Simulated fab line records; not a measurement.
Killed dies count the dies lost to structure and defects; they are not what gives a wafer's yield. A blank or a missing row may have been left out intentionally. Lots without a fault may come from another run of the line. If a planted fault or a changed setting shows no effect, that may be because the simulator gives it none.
fab line records | flow n5Finfet
record lots=11 wafers=31 lastDay=16
route steps=1938 shown BEOL_M10@1529 BEOL_M11@1553 BEOL_M12@1605
lots untouched by any fault: they come from a run of this same line in which no faults occurred
startH: start of the lot's first displayed wafer, in hours after the record's first day | waitH: hours since the lot's step before | " repeats the value in the row above | L1.1+2: several wafers, shown together as one row | - no value present, or no start provided | * or withheld: withheld | < > ~ a bound
route shown NAME@n: names a module that has steps shown in the file, with the first one's number in the route | usual: mean and standard deviation over wafers with no fault | same: alike in all rows | chamber/n: place in a boat | sites: per-site readings | _std_site: the standard deviation of these | _edge_site: outer sites' mean less inner sites' | radiusMm: how far each site lies from the wafer's centre | mask NAME#n: copy n | behind: the most recent tool/chamber to have shaped the wafer | hold: why the lot went on hold/how many hours it stayed there/how the hold came to an end | device: the n, p or np transistor that did not switch | end of line: the route-end tests of the same wafers | a step without rows: its recipe alone | killed: at the first sort, the dies lost to defects and structure; wafer yield is something else | map: a wafer's dies, x killed, . not, _ none there
set.NAME: the setting the step ran with; set.NAME@STEP: the setting that earlier step ran with | model.NAME: the simulator's own value behind a step, which no gauge read
one table for each step of the route and one row for each wafer, over a sample of lots
services: when a tool's chamber went out of use (startH, in hours from the record's first day, below 0 if earlier), for how many hours, and the reason
## steps
# step N5_BEOL_M10_ANNEAL_51
# recipe tempC=225 timeS=90 ambient=N2
# usual wafer_temp_C_max=226.3/0.63
# columns lot.wafer tool chamber startH waitH wafer_temp_C_max
L418.2 rtpAnneal-02 0 241.22 0.1 226.1
L418.3 " 0 " " 226.3
L418.5 " 0 " " 226.4
L422.2 rtpAnneal-02 0 264.99 0.3 225.7
L422.3 " 0 " " 226.1
L422.4 " 0 " " 225.7
L424.5 rtpAnneal-01 0 276.40 0.7 227.0
L424.6 " 0 " " 226.9
L426.4 rtpAnneal-01 0 293.21 0.5 227.9
L426.5 " 0 " " 227.4
L426.6 " 0 " " 226.9
L429.1 rtpAnneal-02 0 310.78 0.1 225.8
L429.4 " 0 " " 225.6
L429.6 " 0 " " 226.1
L428.1 rtpAnneal-02 0 311.05 0.1 225.7
L428.5 " 0 " " 225.9
L431.1 rtpAnneal-02 0 316.86 0.2 225.3
L431.3 " 0 " " 225.9
L431.4 " 0 " " 225.9
L432.4 rtpAnneal-02 0 317.39 0.2 225.7
L432.5 " 0 " " 225.4
L432.6 " 0 " " 225.8
L430.1 rtpAnneal-01 0 320.81 0.2 226.8
L430.2 " 0 " " 227.0
L430.3 " 0 " " 227.0
L434.1 rtpAnneal-02 0 326.74 0.1 225.6
L434.3 " 0 " " 226.2
L434.6 " 0 " " 226.1
L435.1 rtpAnneal-02 0 333.57 0.1 225.8
L435.4 " 0 " " 225.7
L435.5 " 0 " " 225.5
# step N5_BEOL_M11_ETCH_61
# recipe chemistry=CF4 target=SiARC targetDepthA=390 maskMaterial=CAR-ArF timeS=65 ionEnergyEv=80 pressureMtorr=40 sourceW=545 biasW=36 Ar_flow_sccm=100 cf4FlowSccm=100 ends=cleared
# usual drypumpMotorCurrentA=5.7/0.45 etchRfOnTimeS=64.7/1.4 oesProductAu=0.67/0.062 rfVppV=183.5/1.3 showerheadPlenumPTorr=2.11/0.078 throttleValvePct=15.66/0.23
# columns lot.wafer tool chamber startH waitH drypumpMotorCurrentA etchRfOnTimeS oesProductAu rfHoursCounterH rfVppV showerheadPlenumPTorr throttleValvePct
L418.2 rieDiel-02 0 244.46 0.0 5.0 63.7 0.65 167 181.5 1.98 15.75
L418.3 " 3 " " 5.4 65.8 0.61 181 183.9 2.13 15.71
L418.5 " 0 " " 5.0 64.2 0.65 - 182.8 1.98 15.75
L422.2 rieDiel-02 3 267.08 0.0 5.4 66.9 0.60 188 183.5 2.13 15.71
L422.3 " 1 " " 5.2 65.1 0.73 48 183.0 2.09 15.24
L422.4 " 3 " " 5.5 66.4 0.60 - 182.8 2.13 15.72
L424.5 rieDiel-02 3 279.95 0.0 5.4 65.8 0.60 - 183.3 2.13 15.72
L424.6 " 1 " " 5.2 64.7 0.72 - 184.1 2.09 15.23
L426.4 rieDiel-03 2 297.91 0.0 5.7 65.2 0.69 89 185.7 2.16 15.63
L426.5 " 3 " " 6.3 64.3 0.67 - 185.9 2.24 15.73
L426.6 " 2 " " 5.7 65.1 0.69 - 183.7 2.16 15.61
L429.1 rieDiel-03 1 313.24 0.0 5.8 62.3 0.76 39 185.0 2.18 15.44
L429.4 " 3 " " 6.3 65.0 0.67 141 186.3 2.24 15.75
L429.6 " 1 " " 5.8 62.3 0.76 - 186.1 2.18 15.46
L428.1 rieDiel-03 1 313.57 0.0 5.8 63.2 0.75 39 182.9 2.18 15.43
L428.5 " 2 " " 5.7 66.1 0.68 - 184.1 2.15 15.63
L431.1 rieDiel-02 0 320.06 0.0 5.0 64.3 0.65 192 181.8 1.97 15.80
L431.3 " 3 " " 5.5 65.6 0.60 205 183.4 2.12 15.74
L431.4 " 1 " " 5.2 64.9 0.70 68 183.5 2.08 15.27
L432.4 rieDiel-04 2 320.34 0.0 5.5 65.6 0.75 37 184.2 2.19 15.53
L432.5 " 3 " " 6.0 63.6 0.75 - 181.6 2.09 15.49
L432.6 " 2 " " 5.5 66.1 0.74 - 184.5 2.19 15.52
L430.1 rieDiel-04 2 325.52 0.0 5.5 64.8 0.75 38 185.0 2.19 15.54
L430.2 " 0 " " 6.4 66.9 0.63 157 181.9 1.99 15.85
L430.3 " 3 " " 6.0 63.4 0.75 49 183.3 2.09 15.48
L434.1 rieDiel-02 0 328.84 0.0 5.0 63.6 0.65 194 182.4 1.97 15.81
L434.3 " 3 " " 5.4 64.4 0.60 207 182.5 2.12 15.75
L434.6 " 0 " " 5.0 63.3 0.64 - 182.0 1.97 15.82
L435.1 rieDiel-04 3 336.60 0.0 6.0 62.3 0.75 52 184.4 2.09 15.50
L435.4 " 1 " " 6.2 62.5 0.66 146 184.2 2.15 15.63
L435.5 " 3 " " 6.0 62.9 0.73 - 184.4 2.09 15.50
# step N5_BEOL_M11_DEP_56
# recipe material=SiCN targetThkA=300 tempC=withheld precursor=3MS/NH3 pressureTorr=3 rfW=675 timeS=10.5
# usual chamberPressureTorr=3.000/0.007 showerheadPlenumPTorr=4.165/0.025 throttleValvePct=18.0/0.84
# columns lot.wafer tool chamber startH waitH chamberPressureTorr showerheadPlenumPTorr throttleValvePct
L418.2 pecvd-03 2 249.94 0.0 2.993 4.154 17.2
L418.3 " 0 " " 3.016 4.175 18.7
L418.5 " 2 " " 2.997 4.156 17.3
L422.2 pecvd-01 2 275.79 0.0 3.004 4.122 17.2
L422.3 " 1 " " 2.990 4.109 19.5
L422.4 " 1 " " 3.000 4.112 19.3
L424.5 pecvd-03 1 286.67 0.0 2.992 4.196 18.0
L424.6 " 2 " " 3.014 4.165 17.3
L426.4 pecvd-01 1 303.92 0.0 3.000 4.115 19.5
L426.5 " 0 " " 3.009 4.148 17.5
L426.6 " 2 " " 3.008 4.132 17.1
L429.1 pecvd-03 1 317.26 0.0 3.001 4.206 18.4
L429.4 " 2 " " 3.001 4.152 17.3
L429.6 " 0 " " 2.997 4.181 18.7
L428.1 pecvd-03 2 317.84 0.0 3.000 4.146 17.4
L428.5 " 2 " " 3.004 4.145 17.4
L432.4 pecvd-01 2 327.90 0.0 2.996 4.130 17.3
L432.5 " 1 " " 3.002 4.103 19.6
L432.6 " 0 " " 2.993 4.157 17.4
L431.1 pecvd-03 2 328.53 0.0 3.011 4.157 17.5
L431.3 " 0 " " 3.007 4.167 18.2
L431.4 " 1 " " 2.995 4.194 18.3
L430.1 pecvd-03 2 329.75 0.0 2.983 4.155 17.4
L430.2 " 0 " " 3.009 4.176 18.7
L430.3 " 1 " " 3.002 4.208 18.7
L434.1 pecvd-03 2 334.21 0.0 2.998 4.152 17.2
L434.3 " 0 " " 3.003 4.171 18.4
L434.6 " 2 " " 2.997 4.156 17.6
L435.1 pecvd-01 1 341.17 0.0 2.995 4.122 19.4
L435.4 " 1 " " 3.000 4.113 19.6
L435.5 " 2 " " 2.991 4.135 17.3
# step N5_BEOL_M12_COAT_04
# recipe spinRpm=1625 resistThkNm=400
# usual spinSpeedRpm=1625.3/1.1
# columns lot.wafer tool chamber startH waitH spinSpeedRpm
L418.2 lithoTrack-02 0 252.13 - 1626.1
L418.3 " 0 " " 1626.3
L418.5 " 0 " " 1625.0
L422.2 lithoTrack-03 0 276.09 - 1625.4
L422.3 " 0 " " 1624.7
L422.4 " 0 " " 1623.9
L424.5 lithoTrack-02 0 286.95 - 1625.8
L424.6 " 0 " " 1626.2
L426.4 lithoTrack-02 0 304.20 - 1625.3
L426.5 " 0 " " 1624.2
L426.6 " 0 " " 1624.5
L429.1 lithoTrack-02 0 317.55 - 1623.3
L429.4 " 0 " " 1624.6
L429.6 " 0 " " 1624.6
L428.1 lithoTrack-02 0 318.14 - 1624.9
L428.5 " 0 " " 1626.1
L432.4 lithoTrack-02 0 328.23 - 1626.1
L432.5 " 0 " " 1624.3
L432.6 " 0 " " 1625.1
L431.1 lithoTrack-02 0 328.84 - 1549.9
L431.3 " 0 " " 1550.4
L431.4 " 0 " " 1552.0
L430.1 lithoTrack-05 0 330.09 - 1625.8
L430.2 " 0 " " 1626.1
L430.3 " 0 " " 1625.2
L434.1 lithoTrack-03 0 334.55 - 1625.0
L434.3 " 0 " " 1623.3
L434.6 " 0 " " 1627.2
L435.1 lithoTrack-02 0 341.47 - 1549.9
L435.4 " 0 " " 1551.0
L435.5 " 0 " " 1552.0
# step N5_BEOL_M12_STRIP_63
# recipe chemistry=N2/H2 powerW=1000 tempC=250 h2Frac=0.65 overashFraction=0.3 pressureMtorr=1000 n2FlowSccm=1750 h2FlowSccm=3250
# usual drypumpMotorCurrentA=5.75/0.28 heaterPowerW=359/28 oesProductAu=0.693/0.0048 stripTimeToEndpointS=42.4/0.71
# columns lot.wafer tool chamber startH waitH drypumpMotorCurrentA heaterPowerW oesProductAu rfHoursCounterH stripTimeToEndpointS
L418.2 plasmaAsher-02 0 252.89 - 5.51 371 0.700 71 43.1
L418.3 " 1 " " 5.95 365 0.698 - 43.0
L418.5 " 0 " " 5.51 357 0.694 - 42.2
L422.2 plasmaAsher-02 1 276.73 - 5.95 364 0.692 75 41.7
L422.3 " 0 " " 5.56 370 0.700 - 43.2
L422.4 " 1 " " 5.95 377 0.694 - 41.9
L424.5 plasmaAsher-01 0 287.93 - 5.36 295 0.691 - 42.1
L424.6 " 1 " " 6.18 389 0.704 - 40.9
L426.4 plasmaAsher-02 1 305.08 - 5.95 377 0.690 - 43.2
L426.5 " 0 " " 5.54 364 0.698 - 42.5
L426.6 " 1 " " 5.96 362 0.695 - 42.2
L429.1 plasmaAsher-02 1 318.32 - 5.94 364 0.695 82 42.7
L429.4 " 0 " " 5.52 374 0.695 - 42.4
L429.6 " 1 " " 5.95 380 0.694 - 41.8
L428.1 plasmaAsher-02 0 318.79 - 5.51 366 0.693 82 42.9
L428.5 " 1 " " 5.95 369 0.697 - 41.9
L432.4 plasmaAsher-02 0 329.12 - 5.53 366 0.695 - 41.5
L432.5 " 0 " " 5.53 373 0.693 - 40.7
L432.6 " 1 " " 5.97 360 0.686 - 41.3
L431.1 plasmaAsher-02 1 329.48 - 5.95 363 0.702 85 45.4
L431.3 " 1 " " 5.96 361 0.705 - 45.3
L431.4 " 0 " " 5.49 372 0.690 - 44.1
L430.1 plasmaAsher-02 0 331.00 - 5.54 359 0.696 85 43.1
L430.2 " 1 " " 5.93 369 0.692 85 42.9
L430.3 " 1 " " 5.94 369 0.690 - 42.1
L434.1 plasmaAsher-02 1 335.25 - 5.96 367 0.692 86 42.9
L434.3 " 1 " " 5.97 370 0.690 - 42.7
L434.6 " 0 " " 5.54 365 0.688 - 42.8
L435.1 plasmaAsher-01 1 342.42 - 6.15 386 0.691 144 45.2
L435.4 " 0 " " 5.42 299 0.695 - 44.2
L435.5 " 1 " " 6.13 393 0.700 - 44.9
## services
# columns tool chamber startH hours kind
plasmaAsher-02 - 219.03 2.8 pm
plasmaAsher-02 - 223.09 2.1 repair
rieDiel-03 0 239.43 7.2 repair
pecvd-01 - 258.95 5.1 repair
rieDiel-02 0 259.82 6.2 repair
rieDiel-02 2 266.34 - clean
rieDiel-02 2 266.34 - consumableReplace:focusRing
rieDiel-02 2 266.34 18.4 scheduledDown
rieDiel-02 2 266.34 18.4 ventCycle
rieDiel-04 2 277.56 5.6 repair
pecvd-01 0 320.34 2.1 scheduledDown
rieDiel-03 3 325.77 3.3 repair
## key
firstSign step=N5_BEOL_M12_COAT_04 reading=spinSpeedRpm direction=down sigmas=70 usual=* struck=*
effect step=N5_BEOL_M12_STRIP_63 reading=stripTimeToEndpointS direction=up sigmas=3.5 usual=* struck=*
metAt N5_BEOL_M12_COAT_04
struckLots L431,L435
notActingAt N5_BEOL_M10_ANNEAL_51,N5_BEOL_M11_ETCH_61,N5_BEOL_M11_DEP_56
onsetBetween 328.23 328.84
fault kind=processParameterDrift tool=lithoTrack-02 chamber=- onsetH=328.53 steps=N5_BEOL_M12_COAT_04 channel=spinRpm offset=* shape=step endH=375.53 actsIn=* stated=*
